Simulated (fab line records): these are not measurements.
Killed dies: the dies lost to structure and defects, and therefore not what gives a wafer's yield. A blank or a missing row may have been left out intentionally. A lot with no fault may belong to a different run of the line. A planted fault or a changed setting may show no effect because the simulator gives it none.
Struck lot and sound lot, side by side	flow n5_finfet	37 out of 1938 route steps
Sound: wafers L756.1, L756.2, L756.5. Struck: wafer L773.5. (L773.3 of the same lot was not struck and is left out.) The cause comes at the end.
Order at every step that has rows: each side's tool, ch and its chambers, its first start. Under that, the readings that differ: sound wafers	struck wafers	difference of the means	sigmas: that difference in standard deviations of wafers without a fault.
alike: same words and numbers on both sides, and readings whose means sit less than 2 such deviations apart. not compared: any withheld reading, any reading some wafer has no value for, any bound like >300 that may hide the same value, and any number with overlapping values for which the record gives no deviation.
The two part at a step that has a row with sigmas, a row that says differs or no value, or rows on one side only. Numbers that don't overlap but have no deviation are shown without sigmas and don't part them. A reading missing from all wafers of one side parts the sides only when that side holds two or more wafers.

first, 9 steps without rows for these wafers: N5_MOL_CONTACT_COAG_COAT_34 (resist thk 40 nm); N5_MOL_CONTACT_COAG_EBR_36; N5_MOL_CONTACT_COAG_SOFTBAKE_35 (time 60 s); N5_MOL_CONTACT_COAG_EXPOSE_37 (exposes mask VD, defocus 0 nm); N5_MOL_CONTACT_COAG_PEB_38 (peb time 60 s); N5_MOL_CONTACT_COAG_DEVELOP_39 (develop time 30 s); N5_MOL_CONTACT_COAG_DESCUM_45 (chemistry O2, time 7 s); N5_MOL_CONTACT_COAG_ETCH_65 (etches underlayer in N2/H2, target depth 13 nm, time 10.4 s); N5_MOL_CONTACT_COAG_ETCH_66 (etches SiARC in CF4, target depth 13 nm, time 21.7 s).
N5_MOL_CONTACT_COAG_ALD_133: deposits SiO2, target thk 5 nm, pulse time 1 s, co reactant pulse time 1 s.
  sound on ald_sin-04 ch 0,1,2, day 6 00:08; struck on ald_sin-04 ch 3, day 10 00:03
reading	sound	struck	difference	sigmas
ald_cycles	35 35 35	49	+14	
model.SiO2_of_MOL_CONTACT_COAG_ALD_133.thk_nm (nm)	5 5 5	7	+2	
  alike: chamber_pressure_Torr, heater_power_w, precursor_pulse_height_rel
then, 25 steps without rows for these wafers: N5_MOL_CONTACT_COAG_ETCHBACK_134 (etches SiO2 in CHF3, target depth 10 nm, time 6.7 s); N5_MOL_CONTACT_COAG_ETCH_67 (etches SOC in N2/H2, target depth 60 nm, overetch 21 nm, time 101.2 s); N5_MOL_CONTACT_COAG_STRIP_68 (strips in N2/H2); N5_MOL_CONTACT_COAG_STRIP_69 (strips in N2/H2); N5_MOL_CONTACT_COAG_ETCHBACK_136 (etches SiO2 in CHF3, target depth 25 nm, time 16.7 s); N5_MOL_CONTACT_COAG_STRIP_120 (strips in CHF3); N5_MOL_CONTACT_COAG_VIA_ETCH_117 (etches SiO2 in C4F6/O2, target depth 40 nm, overetch 8 nm, time 26 s); N5_MOL_CONTACT_COAG_ETCH_124 (etches SiNx in CH3F/O2, stops on SiOC, target depth 6.5 nm); N5_MOL_CONTACT_COAG_ETCH_48 (etches SiOC in C4F6/O2, target depth 15 nm, overetch 4.5 nm, time 17 s); N5_MOL_CONTACT_COAG_STRIP_72 (strips in N2/H2); N5_MOL_CONTACT_COAG_STRIP_49 (strips in N2/H2, time 30 s); N5_MOL_CONTACT_COAG_PRECLEAN_138 (cleans in alkaline clean, time 60 s); N5_MOL_CONTACT_COAG_SRD_139 (time 30 s); N5_MOL_CONTACT_COAG_PRE_CLEAN_121; N5_MOL_CONTACT_COAG_CVD_140 (deposits W, target thk 66.5 nm, time 215 s); N5_MOL_CONTACT_COAG_PRECLEAN_127 (cleans in DIW, time 57.5 s); N5_MOL_CONTACT_COAG_SRD_128 (dry time 32 s); N5_MOL_CONTACT_COAG_CMP_52 (polishes, stops on SiO2, t overpolish 1.5 s, target thk 66.5 nm); N5_MOL_CONTACT_COAG_ANNEAL_112 (time 1800 s); N5_BEOL_M0_SAQP_PECVD_00 (deposits SiCN from 3MS/NH3, target thk 8 nm, time 14 s); N5_BEOL_M0_SAQP_ILD_DEP_01 (deposits SiOC from DEMS/O2, target thk 45.419 nm, time 8.7 s); N5_BEOL_M0_SAQP_HM_DEP_02 (deposits TiN, target thk 12 nm); N5_BEOL_M0_SAQP_PECVD_03 (deposits SiCN from 3MS/NH3, target thk 12 nm, time 21.1 s); N5_BEOL_M0_SAQP_PECVD_96 (deposits a-Si from SiH4/He, target thk 45 nm, time 45.2 s); N5_BEOL_M0_SAQP_PECVD_97 (deposits SiNx from SiH4/NH3/N2, target thk 23 nm, time 19.9 s).
N5_BEOL_M4_RC_MEAS_101:
  the record has rows for the sound wafers here (prober-02 ch 0, day 9 02:06) and none for the struck ones
-- the record jumps here: 7 days lie between the struck wafers' starts before and after (it left off in module BEOL_M4 and takes up again in module PASSIVATION, whose first step shown is number 1936 of the route) --
N5_PASSIVATION_PROBE_49:
  rows exist in the record for the struck wafers here (prober-01, day 17 10:30), but not for the sound ones

== WHERE THEY PART ==
Last at N5_PASSIVATION_PROBE_49 as far as this record goes, first at N5_BEOL_M4_RC_MEAS_101.

WHY: whatever the simulator had introduced
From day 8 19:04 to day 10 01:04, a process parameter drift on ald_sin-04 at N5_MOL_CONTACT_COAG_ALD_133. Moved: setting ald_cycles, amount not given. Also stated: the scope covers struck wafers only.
